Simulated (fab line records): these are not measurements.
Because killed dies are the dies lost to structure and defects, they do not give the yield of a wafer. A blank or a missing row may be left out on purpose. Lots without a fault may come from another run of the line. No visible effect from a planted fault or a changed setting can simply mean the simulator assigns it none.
fab line records	flow n5_finfet
record lots=7	wafers=19	last_day=18
route steps=1938 shown BEOL_M8@1347 BEOL_M15@1830 PASSIVATION@1936
lots that met no fault: taken from a fault-free run of the same line
start_h: hours from the record's first day to the start of the lot's first wafer shown	wait_h: how many hours have passed since the lot's step before this one	" identical to the entry in the row above	L1.1+2: a row that stands for several wafers	- no value, or no start was given	* or withheld: withheld	< > ~ a bound
route shown NAME@n: names a module that has steps shown in the file, with the first one's number in the route	usual: mean/standard deviation of fault-free wafers	same: alike in all rows	chamber/n: place in a boat	sites: per-site readings	_std_site: standard deviation across them	_edge_site: the outer-site mean with the inner-site mean subtracted	radius_mm: for every site, how far away it sits from the centre of the wafer	mask NAME#n: copy n	behind: tool/chamber where the wafer was last shaped	hold: reason for holding the lot/hours on hold/outcome of the hold	device: whichever transistor did not switch (one of n, p or np)	end of line: the tests these same wafers got at the end of their route	step lacking rows: just its recipe	killed: not the wafer's yield, but the dies lost to structure and defects at the first sort	map: a wafer's dies, x killed, . not, _ none there
set.NAME: the setting as run; set.NAME@STEP: as run at that earlier step	model.NAME: the simulator's own value behind a step, which no gauge read
steps of the route over a sample of lots; a table a step, a row a wafer
services: the hour from which a tool's chamber was out of use, counted from the record's first day as start_h (under 0 if before that day), plus the number of hours and why
## steps
# step N5_BEOL_M8_INSPECT_13
# recipe mode=adi	inspect_instrument=brightfield
# usual raw_defect_count=414/98
lot.wafer	tool	chamber	start_h	wait_h	raw_defect_count
L230.1	defect_inspect-02	-	197.77	0.0	366
L230.3	"	-	"	"	502
L230.4	"	-	"	"	521
L231.1	defect_inspect-01	-	207.86	0.0	389
L231.4	"	-	"	"	399
L231.6	"	-	"	"	306
L238.1	defect_inspect-01	-	262.55	0.0	398
L238.3	"	-	"	"	300
L238.4	"	-	"	"	239
L244.5	defect_inspect-01	-	289.58	0.0	324
L244.6	"	-	"	"	350
L246.3	defect_inspect-02	-	297.74	0.0	543
L246.5	"	-	"	"	696
L251.1	defect_inspect-02	-	347.75	0.0	374
L251.2	"	-	"	"	656
L251.3	"	-	"	"	515
L253.1	defect_inspect-02	-	350.58	0.0	462
L253.3	"	-	"	"	512
L253.4	"	-	"	"	486
# step N5_BEOL_M8_CD_MEAS_28
# recipe target_cd_nm=40	landing_energy_ev=500	detector=se_inlens
# usual cd_nm=40.02/0.24
lot.wafer	tool	chamber	start_h	wait_h	cd_nm
L230.1	cd_sem-03	0	199.70	-	40.26
L230.3	"	0	"	"	40.07
L230.4	"	0	"	"	39.92
L231.1	cd_sem-02	0	208.86	-	40.27
L231.4	"	0	"	"	40.14
L231.6	"	0	"	"	39.85
L238.1	cd_sem-01	0	264.80	-	39.84
L238.3	"	0	"	"	39.81
L238.4	"	0	"	"	40.34
L244.5	cd_sem-01	0	291.78	-	40.20
L244.6	"	0	"	"	40.38
L246.3	cd_sem-02	0	301.34	-	40.09
L246.5	"	0	"	"	40.05
L251.1	cd_sem-03	0	349.10	-	39.46
L251.2	"	0	"	"	40.17
L251.3	"	0	"	"	39.77
L253.1	cd_sem-03	0	355.34	-	39.86
L253.3	"	0	"	"	40.07
L253.4	"	0	"	"	40.23
# step N5_BEOL_M8_TRENCH_ETCH_37
# recipe chemistry=C4F6/O2	target_depth_a=934.78	target=SiCOH_lowk	time_s=31.2	ion_energy_ev=250	pressure_mtorr=30	source_w=345	bias_w=185	Ar_flow_sccm=300	C4F6_flow_sccm=10	O2_flow_sccm=10
# usual drypump_motor_current_A=5.6/0.43	oes_product_au=0.82/0.08	rf_vpp_V=657/18	run_length_s=54.6/0.36	showerhead_plenum_p_Torr=2.83/0.087	throttle_valve_pct=20.79/0.19
lot.wafer	tool	chamber	start_h	wait_h	drypump_motor_current_A	oes_product_au	rf_hours_counter_h	rf_vpp_V	run_length_s	showerhead_plenum_p_Torr	throttle_valve_pct
L230.1	rie_diel-06	3	200.21	-	5.1	0.85	56	641	54.9	2.77	20.87
L230.3	"	2	"	"	5.8	0.86	72	662	54.4	2.88	20.79
L230.4	"	0	"	"	5.2	0.71	213	643	54.6	2.94	20.74
L231.1	rie_diel-06	1	209.34	-	6.3	0.89	35	639	54.7	2.99	20.66
L231.4	"	2	"	"	5.8	0.85	75	663	54.7	2.88	20.80
L231.6	"	3	"	"	5.0	0.84	-	642	54.8	2.77	20.88
L238.1	rie_diel-01	0	265.61	-	5.2	0.80	108	681	54.3	2.96	20.83
L238.3	"	2	"	"	5.6	0.82	88	640	54.7	2.75	20.72
L238.4	"	3	"	"	6.2	0.95	15	673	54.5	2.75	20.33
L244.5	rie_diel-06	2	292.18	-	5.8	0.82	-	663	47.9	2.87	20.83
L244.6	"	3	"	"	5.1	0.82	-	640	54.8	2.76	20.91
L246.3	rie_diel-06	1	301.73	-	6.3	0.84	66	640	54.3	2.97	20.71
L246.5	"	1	"	"	6.3	0.84	-	638	47.5	2.97	20.70
L251.1	rie_diel-01	3	349.50	-	6.1	0.89	46	672	54.0	2.74	20.38
L251.2	"	2	"	"	5.6	0.80	117	640	55.1	2.74	20.76
L251.3	"	1	"	"	5.3	0.87	37	677	54.3	2.78	20.94
L253.1	rie_diel-04	3	355.73	-	5.2	0.76	149	642	54.4	2.75	21.15
L253.3	"	1	"	"	5.9	0.85	49	695	54.4	2.91	21.00
L253.4	"	0	"	"	5.9	0.74	-	647	55.0	2.74	20.86
# step N5_BEOL_M8_OCD_MEAS_38
# usual trench_depth_nm=93.9/2.3
lot.wafer	tool	chamber	start_h	wait_h	trench_depth_nm
L230.1	ocd-01	-	200.37	-	93.3
L230.3	"	-	"	"	98.6
L230.4	"	-	"	"	93.4
L231.1	ocd-02	-	209.50	-	93.4
L231.4	"	-	"	"	98.0
L231.6	"	-	"	"	92.8
L238.1	ocd-01	-	265.77	-	94.9
L238.3	"	-	"	"	92.6
L238.4	"	-	"	"	95.5
L244.5	ocd-02	-	292.33	-	75.2
L244.6	"	-	"	"	92.9
L246.3	ocd-02	-	301.89	-	93.8
L246.5	"	-	"	"	71.9
L251.1	ocd-02	-	349.65	-	95.8
L251.2	"	-	"	"	93.5
L251.3	"	-	"	"	94.6
L253.1	ocd-02	-	355.89	-	90.6
L253.3	"	-	"	"	97.1
L253.4	"	-	"	"	93.2
# step N5_BEOL_M8_PRE_CLEAN_45
# recipe gas=H2/He	time_s=30	temp_c=250
# usual heater_power_w=330/23
lot.wafer	tool	chamber	start_h	wait_h	heater_power_w
L230.1	pvd_sputter-03	-	203.17	0.0	307
L230.3	"	-	"	"	377
L230.4	"	-	"	"	306
L231.1	pvd_sputter-03	-	210.43	0.0	380
L231.4	"	-	"	"	323
L231.6	"	-	"	"	375
L238.1	pvd_sputter-02	-	267.30	0.0	332
L238.3	"	-	"	"	312
L238.4	"	-	"	"	324
L244.5	pvd_sputter-03	-	293.33	0.0	310
L244.6	"	-	"	"	310
L246.3	pvd_sputter-02	-	302.51	0.0	307
L246.5	"	-	"	"	325
L251.1	pvd_sputter-01	-	350.64	0.0	310
L251.2	"	-	"	"	324
L251.3	"	-	"	"	372
L253.1	pvd_sputter-02	-	356.51	0.0	319
L253.3	"	-	"	"	348
L253.4	"	-	"	"	317
# step N5_BEOL_M8_THK_MEAS_53
# recipe thk_meas_gauge=xrf	reads=Cu_of_BEOL_M8_ECD_50
# usual M8_THK=80.9/2.6
lot.wafer	tool	chamber	start_h	wait_h	M8_THK[nm]
L230.1	film_metro-02	-	204.62	-	80.4
L230.3	"	-	"	"	86.1
L230.4	"	-	"	"	81.4
L231.1	film_metro-02	-	212.73	-	80.9
L231.4	"	-	"	"	85.0
L231.6	"	-	"	"	80.3
L238.1	film_metro-02	-	268.96	-	81.4
L238.3	"	-	"	"	80.0
L238.4	"	-	"	"	80.3
L244.5	film_metro-02	-	294.82	-	62.3
L244.6	"	-	"	"	82.1
L246.3	film_metro-02	-	304.25	-	79.3
L246.5	"	-	"	"	59.0
L251.1	film_metro-02	-	352.21	-	83.3
L251.2	"	-	"	"	80.6
L251.3	"	-	"	"	81.1
L253.1	film_metro-01	-	358.01	-	79.6
L253.3	"	-	"	"	85.7
L253.4	"	-	"	"	80.2
# step N5_BEOL_M8_RS_MEAS_57
# recipe thk_meas_gauge=four-point-probe	reads=Cu_of_BEOL_M8_ECD_50+Co_of_BEOL_M8_CVD_78+TaN_of_BEOL_M8_ALD_77
# usual M8_RS=0.287/0.011
lot.wafer	tool	chamber	start_h	wait_h	M8_RS[ohm/sq]
L230.1	film_metro-02	-	204.78	0.1	0.289
L230.3	"	-	"	"	0.266
L230.4	"	-	"	"	0.285
L231.1	film_metro-02	-	212.90	0.1	0.283
L231.4	"	-	"	"	0.267
L231.6	"	-	"	"	0.286
L238.1	film_metro-02	-	269.09	0.1	0.284
L238.3	"	-	"	"	0.291
L238.4	"	-	"	"	0.289
L244.5	film_metro-01	-	294.95	0.0	0.394
L244.6	"	-	"	"	0.282
L246.3	film_metro-02	-	304.39	0.1	0.294
L246.5	"	-	"	"	0.418
L251.1	film_metro-01	-	352.34	0.1	0.277
L251.2	"	-	"	"	0.288
L251.3	"	-	"	"	0.285
L253.1	film_metro-02	-	358.14	0.1	0.293
L253.3	"	-	"	"	0.270
L253.4	"	-	"	"	0.290
# step N5_BEOL_M15_RC_MEAS_101
# usual COMB_M10=1.5e-11/3.1e-12	COMB_M11=1.5e-11/3.2e-12	COMB_M12=6.4e-12/1.4e-12	COMB_M12_max_site=9.1e-12/1.9e-12	COMB_M13=5e-12/9.5e-13	COMB_M14=3.6e-12/1e-12	COMB_M15=2.5e-12/7.3e-13	COMB_M5=3.7e-11/7.9e-12	COMB_M6=2.3e-11/4.6e-12	COMB_M6_max_site=3.4e-11/7.3e-12	COMB_M7=2.5e-11/4.8e-12	COMB_M9=1.4e-11/3e-12	SERP_M10=3.02/0.1	SERP_M11=3.09/0.093	SERP_M12=0.644/0.021	SERP_M12_max_site=0.657/0.022	SERP_M13=0.313/0.0081	SERP_M14=0.160/0.0057	SERP_M14_max_site=0.162/0.0058	SERP_M5=39.0/2.2	SERP_M5_max_site=40.5/2.3	SERP_M6=13.8/0.78	SERP_M7=14.0/0.75	SERP_M8=14.0/0.76	SERP_M8_max_site=14.5/0.82	SERP_M9=3.09/0.11
lot.wafer	tool	chamber	start_h	wait_h	COMB_M10[S/m]	COMB_M11[S/m]	COMB_M12[S/m]	COMB_M12_max_site[S/m]	COMB_M13[S/m]	COMB_M14[S/m]	COMB_M15[S/m]	COMB_M5[S/m]	COMB_M6[S/m]	COMB_M6_max_site[S/m]	COMB_M7[S/m]	COMB_M9[S/m]	SERP_M10[ohm/um]	SERP_M11[ohm/um]	SERP_M12[ohm/um]	SERP_M12_max_site[ohm/um]	SERP_M13[ohm/um]	SERP_M14[ohm/um]	SERP_M14_max_site[ohm/um]	SERP_M5[ohm/um]	SERP_M5_max_site[ohm/um]	SERP_M6[ohm/um]	SERP_M7[ohm/um]	SERP_M8[ohm/um]	SERP_M8_max_site[ohm/um]	SERP_M9[ohm/um]
L230.1	prober-01	0	256.71	0.0	1.4e-11	1.4e-11	7.9e-12	9.5e-12	4.6e-12	2.2e-12	2.1e-12	2.6e-11	2.4e-11	3.9e-11	2.3e-11	9e-12	3.01	3.16	0.634	0.658	0.320	0.152	0.155	41.4	45.1	14.0	13.4	13.7	14.4	3.18
L230.3	"	0	"	"	1.3e-11	1.6e-11	6.4e-12	9.4e-12	4.1e-12	2.2e-12	2.8e-12	4e-11	1.6e-11	2.5e-11	2e-11	1e-11	2.88	3.13	0.669	0.683	0.327	0.147	0.149	42.0	43.8	13.4	14.7	12.7	13.1	3.03
L230.4	"	0	"	"	9e-12	2.4e-11	5.8e-12	9.1e-12	4.7e-12	2.2e-12	2.8e-12	3.7e-11	1.7e-11	2.5e-11	3.4e-11	1.1e-11	2.94	3.04	0.644	0.655	0.309	0.160	0.162	38.5	41.8	15.8	14.5	13.7	13.9	3.17
L231.1	prober-02	0	267.35	0.0	1.5e-11	1.7e-11	7.5e-12	8.6e-12	5.7e-12	6e-12	3.2e-12	2.8e-11	2.4e-11	3.2e-11	2.8e-11	2e-11	2.84	3.15	0.634	0.654	0.314	0.162	0.165	37.3	38.5	13.0	14.4	12.8	13.5	2.86
L231.4	"	0	"	"	1.9e-11	1.4e-11	8e-12	1.24e-11	4.4e-12	4.1e-12	3.1e-12	3.3e-11	2.2e-11	3.9e-11	2.2e-11	1.4e-11	2.89	3.24	0.652	0.657	0.303	0.165	0.167	40.5	42.6	13.1	14.4	13.0	13.1	3.07
L231.6	"	0	"	"	1.8e-11	1.6e-11	7.2e-12	1.16e-11	4e-12	3.7e-12	2.7e-12	4.4e-11	3e-11	3.6e-11	2.4e-11	1.7e-11	3.04	3.07	0.660	0.666	0.318	0.164	0.165	39.2	40.2	13.7	14.8	13.4	13.9	2.94
L238.1	prober-01	0	321.79	0.0	1.7e-11	1.4e-11	7.2e-12	9.7e-12	3.7e-12	3.7e-12	1.7e-12	3.3e-11	1.8e-11	3.1e-11	2.4e-11	1.2e-11	3.01	3.02	0.679	0.693	0.297	0.155	0.156	37.3	38.3	13.6	12.8	13.8	14.3	2.97
L238.3	"	0	"	"	1.5e-11	1.3e-11	7.3e-12	9.7e-12	2.9e-12	2.3e-12	1.5e-12	4.2e-11	1.7e-11	1.9e-11	2.4e-11	1.6e-11	3.02	3.22	0.682	0.702	0.297	0.169	0.171	35.4	37.0	13.2	14.2	15.0	15.4	3.03
L238.4	"	0	"	"	1.6e-11	1.6e-11	7.7e-12	1.12e-11	3.5e-12	3.3e-12	2.6e-12	2.9e-11	2.3e-11	3.5e-11	1.9e-11	1.3e-11	3.00	3.09	0.671	0.683	0.327	0.150	0.152	37.3	38.4	12.9	14.2	14.2	14.5	2.91
L244.5	prober-01	0	354.22	0.6	1.8e-11	1.3e-11	4.8e-12	7.4e-12	3.7e-12	3.6e-12	1.5e-12	3.6e-11	2.5e-11	4.2e-11	1.8e-11	1.3e-11	2.89	3.16	0.627	0.636	0.320	0.148	0.149	37.0	37.9	13.4	14.1	19.3	19.7	3.17
L244.6	"	0	"	"	2.1e-11	9e-12	6.2e-12	8.9e-12	4.1e-12	2.5e-12	1.8e-12	3.6e-11	2.6e-11	3.2e-11	1.9e-11	1.3e-11	3.00	2.95	0.617	0.628	0.307	0.167	0.169	36.6	38.2	14.6	13.1	13.6	13.8	3.13
L246.3	prober-02	0	356.68	0.3	1.6e-11	1.2e-11	5.6e-12	8.1e-12	5.5e-12	5.5e-12	3e-12	2.7e-11	2.7e-11	3.5e-11	2.3e-11	1.7e-11	3.01	3.22	0.664	0.684	0.309	0.161	0.164	39.8	40.8	15.0	13.2	14.3	14.7	3.06
L246.5	"	0	"	"	1.4e-11	1.2e-11	6e-12	7.4e-12	5.6e-12	3.9e-12	3e-12	3.3e-11	3.2e-11	5.4e-11	3.4e-11	1.6e-11	3.07	3.03	0.633	0.644	0.307	0.161	0.163	39.0	40.4	13.7	12.4	20.2	21.0	3.04
L251.1	prober-01	0	394.81	0.0	1.5e-11	1.9e-11	7.3e-12	1.02e-11	4.6e-12	2.8e-12	1.6e-12	2.8e-11	1.6e-11	3.3e-11	2.8e-11	1e-11	3.09	3.15	0.671	0.675	0.311	0.158	0.160	37.8	39.3	14.0	14.1	12.9	13.3	3.25
L251.2	"	0	"	"	1.8e-11	1.2e-11	8.4e-12	1.23e-11	5.3e-12	2.5e-12	2.5e-12	3.6e-11	1.5e-11	1.8e-11	2.8e-11	1.2e-11	3.04	3.20	0.627	0.633	0.306	0.164	0.166	40.3	42.3	13.1	14.1	14.0	14.8	3.30
L251.3	"	0	"	"	1.5e-11	1.5e-11	5.7e-12	6.6e-12	3.8e-12	2.6e-12	1.5e-12	3.7e-11	1.6e-11	2.1e-11	3e-11	1e-11	3.11	3.06	0.648	0.662	0.305	0.157	0.159	39.5	41.1	13.4	15.8	14.4	14.8	3.12
L253.1	prober-02	0	412.37	0.0	1.6e-11	1.2e-11	8.5e-12	9.7e-12	5.5e-12	2.6e-12	3e-12	4.3e-11	2.4e-11	3.2e-11	2.5e-11	1.2e-11	3.10	3.01	0.618	0.626	0.322	0.160	0.162	38.2	39.2	13.7	13.0	14.0	14.7	2.94
L253.3	"	0	"	"	1.7e-11	1.5e-11	6.8e-12	1.15e-11	6e-12	2.9e-12	2.2e-12	3.4e-11	2.3e-11	3.6e-11	2.8e-11	1e-11	2.91	3.16	0.645	0.658	0.314	0.164	0.166	40.1	40.7	13.6	13.7	13.5	14.0	2.93
L253.4	"	0	"	"	1.6e-11	1.5e-11	5.7e-12	7.8e-12	6.9e-12	2.8e-12	3.4e-12	3.8e-11	2.5e-11	3.3e-11	2.4e-11	1.2e-11	3.08	3.23	0.599	0.605	0.312	0.158	0.160	35.9	38.7	14.2	12.9	14.0	14.4	3.00
# sites SERP_M8 radius_mm=0,75,75,75,75,140,140,140,140
L230.1 14.4 13.7 13.9 14.3 14.2 13.3 13.5 13.3 13.0
L231.1 12.3 12.8 12.7 12.8 12.5 13.4 13.1 13.5 12.9
L238.1 13.8 13.4 14.3 13.8 14.1 13.5 14.0 13.5 13.8
L244.5 18.9 19.3 19.1 18.6 19.5 19.7 19.6 19.0 19.4
L246.3 13.9 14.1 14.7 14.3 13.9 14.3 14.3 14.4 14.2
L251.1 12.9 12.9 12.8 13.1 13.3 13.0 12.2 12.4 12.9
L253.1 14.6 14.0 14.4 14.7 14.6 13.0 13.5 13.5 13.2
# step N5_PASSIVATION_PROBE_49
# usual defect_limited_yield=91.1/1.4	killed_at_M0_to_M3=34/9.7	killed_at_M4_up=13/5.1	killed_at_contacts=14/6.3	killed_at_front_end=40/11	killed_at_other=3.5/2.7	killed_dies=105/16	killed_on_rim=13/4.1	killed_open=70/12	killed_short=34/7.8	sort_bin_4_leakage=0.02/0.13	sort_bin_5_function=5.2/0.88	sort_bin_6_memory=3.3/0.7	sort_bin_8_speed=0.1/0.62	sort_n_pass=1074/17
# same gross_dies=1180	killed_at_back_side=0
lot.wafer	tool	chamber	start_h	wait_h	defect_limited_yield[%]	killed_at_M0_to_M3	killed_at_M4_up	killed_at_contacts	killed_at_front_end	killed_at_other	killed_dies	killed_on_rim	killed_open	killed_short	sort_bin_4_leakage[%]	sort_bin_5_function[%]	sort_bin_6_memory[%]	sort_bin_8_speed[%]	sort_n_pass
L230.1	prober-01	-	271.66	0.0	93.2	31	10	9	28	2	80	9	61	18	0	3.7	3.0	0	1100
L230.3	prober-01	-	271.76	0.1	90.2	55	8	15	34	4	116	25	76	39	0	5.9	3.3	0	1064
L230.4	prober-01	-	271.81	0.2	93.0	27	19	8	23	6	83	15	61	21	0.08	4.1	2.9	0	1096
L231.1	prober-01	-	280.91	0.0	91.1	50	9	6	39	1	105	12	73	32	0	5.6	2.7	0	1075
L231.4	prober-01	-	281.06	0.2	91.3	41	9	17	34	2	103	10	70	33	1.53	5.1	3.4	0	1059
L231.6	prober-01	-	281.16	0.3	87.8	48	16	18	60	2	144	18	98	46	0	6.6	5.3	0	1036
L238.1	prober-02	-	339.04	0.0	93.5	21	11	4	41	0	77	14	48	29	0	3.7	2.5	0	1103
L238.3	prober-02	-	339.14	0.1	93.1	22	9	4	42	4	81	7	48	33	0	4.1	2.5	0	1099
L238.4	prober-02	-	339.19	0.2	90.8	35	15	15	37	6	108	10	64	35	0	5.2	2.9	0	1072
L244.5	prober-02	-	368.90	0.2	91.8	22	10	16	46	3	97	11	59	33	0	4.3	3.2	0.3	1083
L244.6	prober-02	-	368.95	0.3	90.5	52	8	13	32	7	112	12	77	32	0	5.3	4.2	0	1068
L246.3	prober-01	-	371.60	0.1	93.0	29	9	7	37	1	83	9	63	20	0	4.4	2.3	0	1097
L246.5	prober-01	-	371.70	0.2	92.0	21	14	12	43	4	94	14	60	33	0	4.5	3.1	0.1	1086
L251.1	prober-01	-	407.51	0.0	91.2	31	10	10	52	1	104	9	73	29	0	5.3	3.1	0	1076
L251.2	prober-01	-	407.56	0.1	92.4	30	12	7	39	2	90	12	62	28	0	4.9	2.6	0	1090
L251.3	prober-01	-	407.61	0.1	92.3	31	8	9	40	3	91	17	58	33	0	4.7	2.5	0	1089
L253.1	prober-01	-	429.84	0.0	92.8	27	15	8	32	3	85	13	65	16	0	3.8	3.0	7.0	1012
L253.3	prober-01	-	429.94	0.1	87.7	61	7	4	72	1	145	19	86	54	0	6.0	5.6	0	1035
L253.4	prober-01	-	429.99	0.2	91.4	30	13	14	41	3	101	7	72	27	0	5.7	2.8	0	1079
# killed by level:class
L230.1 STI_FIN_REVEAL:geometric_particle:open=13 BEOL_M1:geometric_particle:open=9 MOL_CONTACT_COAG:geometric_particle:open=8 BEOL_M0_SAQP:geometric_particle:open=7 BEOL_M0:geometric_particle:open=6 GATE_CUT:geometric_particle:short=3 BEOL_M4:geometric_particle:open=3 FIN_SAQP:geometric_particle:open=2
L230.3 BEOL_M3:geometric_particle:open=15 MOL_CONTACT_COAG:geometric_particle:open=10 BEOL_M0_SAQP:geometric_particle:short=9 STI_FIN_REVEAL:geometric_particle:open=8 BEOL_M0_SAQP:geometric_particle:open=8 BEOL_M1:geometric_particle:open=8 BEOL_M1:geometric_particle:short=6 MOL_CONTACT_COAG:geometric_particle:short=5
L230.4 STI_FIN_REVEAL:geometric_particle:open=8 BEOL_M0_SAQP:geometric_particle:open=8 BEOL_M1:geometric_particle:open=8 BEOL_M4:geometric_particle:open=7 BEOL_M0_SAQP:geometric_particle:short=6 FIN_SAQP:geometric_particle:open=4 MOL_CONTACT_COAG:geometric_particle:short=4 MOL_CONTACT_COAG:geometric_particle:open=4
L231.1 BEOL_M0_SAQP:geometric_particle:open=12 FIN_SAQP:geometric_particle:open=10 BEOL_M2:geometric_particle:open=9 BEOL_M3:geometric_particle:open=9 BEOL_M4:geometric_particle:open=8 GATE_CUT:geometric_particle:open=7 FIN_SAQP:geometric_particle:short=6 BEOL_M0_SAQP:geometric_particle:short=6
L231.4 MOL_CONTACT_COAG:geometric_particle:open=14 BEOL_M0_SAQP:geometric_particle:open=14 STI_FIN_REVEAL:geometric_particle:open=10 BEOL_M0_SAQP:geometric_particle:short=6 BEOL_M3:geometric_particle:open=6 STI_FIN_REVEAL:geometric_particle:short=4 BEOL_M2:geometric_particle:open=4 BEOL_M3:geometric_particle:short=4
L231.6 FIN_SAQP:geometric_particle:open=18 STI_FIN_REVEAL:geometric_particle:open=15 BEOL_M0_SAQP:geometric_particle:open=14 BEOL_M2:geometric_particle:open=12 MOL_CONTACT_COAG:geometric_particle:open=11 MOL_CONTACT_COAG:geometric_particle:short=7 FIN_SAQP:geometric_particle:short=6 STI_FIN_REVEAL:geometric_particle:short=6
L238.1 STI_FIN_REVEAL:geometric_particle:open=13 FIN_SAQP:geometric_particle:short=8 BEOL_M0_SAQP:geometric_particle:short=6 BEOL_M0_SAQP:geometric_particle:open=5 BEOL_M4:geometric_particle:open=5 FIN_SAQP:geometric_particle:open=4 BEOL_M1:geometric_particle:open=4 STARTING-WAFER:geometric_particle:short=3
L238.3 BEOL_M0_SAQP:geometric_particle:open=8 FIN_SAQP:geometric_particle:open=6 FIN_SAQP:geometric_particle:short=6 STI_FIN_REVEAL:geometric_particle:open=6 ILD0:geometric_particle:open=6 BEOL_M0_SAQP:geometric_particle:short=6 MOL_CONTACT_COAG:geometric_particle:open=4 BEOL_M4:geometric_particle:open=4
L238.4 MOL_CONTACT_COAG:geometric_particle:open=13 BEOL_M0_SAQP:geometric_particle:short=10 BEOL_M0_SAQP:geometric_particle:open=9 HKMG_FIN:area_etch=9 STI_FIN_REVEAL:geometric_particle:open=6 BEOL_M2:geometric_particle:open=6 FIN_SAQP:geometric_particle:open=4 BEOL_M3:geometric_particle:open=4
L244.5 MOL_CONTACT_COAG:geometric_particle:open=14 FIN_SAQP:geometric_particle:short=13 STI_FIN_REVEAL:geometric_particle:open=8 FIN_SAQP:geometric_particle:open=7 BEOL_M2:geometric_particle:open=6 STI_FIN_REVEAL:geometric_particle:short=4 DUMMY_GATE:geometric_particle:open=4 BEOL_M1:geometric_particle:open=4
L244.6 MOL_CONTACT_COAG:geometric_particle:open=10 BEOL_M2:geometric_particle:open=10 BEOL_M0_SAQP:geometric_particle:open=9 BEOL_M3:geometric_particle:open=9 STI_FIN_REVEAL:geometric_particle:open=8 BEOL_M0_SAQP:geometric_particle:short=8 BEOL_M1:geometric_particle:open=7 FIN_SAQP:geometric_particle:open=6
L246.3 BEOL_M3:geometric_particle:open=10 FIN_SAQP:geometric_particle:open=8 DUMMY_GATE:geometric_particle:open=8 BEOL_M0_SAQP:geometric_particle:open=7 MOL_CONTACT_COAG:geometric_particle:open=7 STI_FIN_REVEAL:geometric_particle:open=5 BEOL_M0:geometric_particle:open=4 BEOL_M0_SAQP:geometric_particle:short=3
L246.5 STI_FIN_REVEAL:geometric_particle:open=14 MOL_CONTACT_COAG:geometric_particle:open=8 FIN_SAQP:geometric_particle:open=6 STARTING-WAFER:geometric_particle:short=5 FIN_SAQP:geometric_particle:short=4 DUMMY_GATE:geometric_particle:open=4 MOL_CONTACT_COAG:geometric_particle:short=4 BEOL_M1:geometric_particle:short=4
L251.1 FIN_SAQP:geometric_particle:open=14 FIN_SAQP:geometric_particle:short=10 BEOL_M0_SAQP:geometric_particle:open=10 MOL_CONTACT_COAG:geometric_particle:open=9 STI_FIN_REVEAL:geometric_particle:open=6 BEOL_M3:geometric_particle:open=6 BEOL_M0_SAQP:geometric_particle:short=4 BEOL_M2:geometric_particle:open=4
L251.2 FIN_SAQP:geometric_particle:open=10 BEOL_M0_SAQP:geometric_particle:open=9 BEOL_M4:geometric_particle:open=7 FIN_SAQP:geometric_particle:short=5 MOL_CONTACT_COAG:geometric_particle:open=5 BEOL_M1:geometric_particle:open=5 BEOL_M2:geometric_particle:open=5 STI_FIN_REVEAL:geometric_particle:open=4
L251.3 FIN_SAQP:geometric_particle:short=17 FIN_SAQP:geometric_particle:open=9 BEOL_M3:geometric_particle:open=9 MOL_CONTACT_COAG:geometric_particle:open=7 BEOL_M0_SAQP:geometric_particle:open=6 BEOL_M1:geometric_particle:open=6 DUMMY_GATE:geometric_particle:open=5 GATE_CUT:geometric_particle:short=4
L253.1 STI_FIN_REVEAL:geometric_particle:open=13 BEOL_M1:geometric_particle:open=8 BEOL_M4:geometric_particle:open=8 MOL_CONTACT_COAG:geometric_particle:open=6 BEOL_M2:geometric_particle:open=6 BEOL_M0_SAQP:geometric_particle:open=4 HKMG_FIN:area_etch=4 FIN_SAQP:geometric_particle:short=3
L253.3 FIN_SAQP:geometric_particle:short=19 STI_FIN_REVEAL:geometric_particle:open=17 BEOL_M3:geometric_particle:open=15 FIN_SAQP:geometric_particle:open=14 BEOL_M0_SAQP:geometric_particle:short=12 BEOL_M2:geometric_particle:open=12 BEOL_M1:geometric_particle:open=6 HKMG_FIN:area_etch=5
L253.4 MOL_CONTACT_COAG:geometric_particle:open=12 FIN_SAQP:geometric_particle:open=11 STI_FIN_REVEAL:geometric_particle:open=11 BEOL_M3:geometric_particle:open=8 BEOL_M2:geometric_particle:open=7 BEOL_M0_SAQP:geometric_particle:short=5 DUMMY_GATE:geometric_particle:open=4 BEOL_M4:geometric_particle:open=4
## services
tool	chamber	start_h	hours	kind
rie_diel-04	3	185.80	9.3	repair
rie_diel-04	1	195.45	-	clean
rie_diel-04	1	195.45	-	consumable_replace:focus_ring
rie_diel-04	1	195.45	17.4	scheduled_down
rie_diel-04	1	195.45	17.4	vent_cycle
rie_diel-01	3	205.59	-	clean
rie_diel-01	3	205.59	-	consumable_replace:focus_ring
rie_diel-01	3	205.59	19.6	scheduled_down
rie_diel-01	3	205.59	19.6	vent_cycle
rie_diel-06	-	221.57	2.8	pm
rie_diel-01	1	225.32	-	clean
rie_diel-01	1	225.32	-	consumable_replace:focus_ring
rie_diel-01	1	225.32	22.4	scheduled_down
rie_diel-01	1	225.32	22.4	vent_cycle
rie_diel-06	-	256.88	0.1	repair
rie_diel-01	-	284.58	0.4	repair
rie_diel-06	0	311.12	-	clean
rie_diel-06	0	311.12	-	consumable_replace:esc
rie_diel-06	0	311.12	-	consumable_replace:focus_ring
rie_diel-06	0	311.12	22.7	scheduled_down
rie_diel-06	0	311.12	22.7	vent_cycle
rie_diel-01	2	337.34	4.5	repair
pvd_sputter-01	-	350.73	6.6	repair
rie_diel-04	2	353.14	-	clean
## key
first_sign step=N5_BEOL_M8_TRENCH_ETCH_37	reading=run_length_s	direction=down	sigmas=19	usual=*	struck=*
effect step=N5_BEOL_M8_OCD_MEAS_38	reading=trench_depth_nm	direction=down	sigmas=8.8	usual=93.9	struck=73.5
effect step=N5_BEOL_M8_THK_MEAS_53	reading=M8_THK	direction=down	sigmas=7.9	usual=80.9	struck=60.7
effect step=N5_BEOL_M8_RS_MEAS_57	reading=M8_RS	direction=up	sigmas=11	usual=0.287	struck=0.406
effect step=N5_BEOL_M15_RC_MEAS_101	reading=SERP_M8	direction=up	sigmas=7.6	usual=14.0	struck=19.8
met_at N5_BEOL_M8_TRENCH_ETCH_37
struck_lots L244,L246
struck_wafers L244.5,L246.5
not_acting_at N5_BEOL_M8_INSPECT_13,N5_BEOL_M8_CD_MEAS_28,N5_BEOL_M8_PRE_CLEAN_45
onset_between 209.34 292.18
fault kind=process_parameter_drift	tool=rie_diel-06	chamber=-	onset_h=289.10	steps=N5_BEOL_M8_TRENCH_ETCH_37	channel=time_s	offset=*	shape=step	end_h=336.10	scope=struck_wafers_only	acts_in=*	stated=*
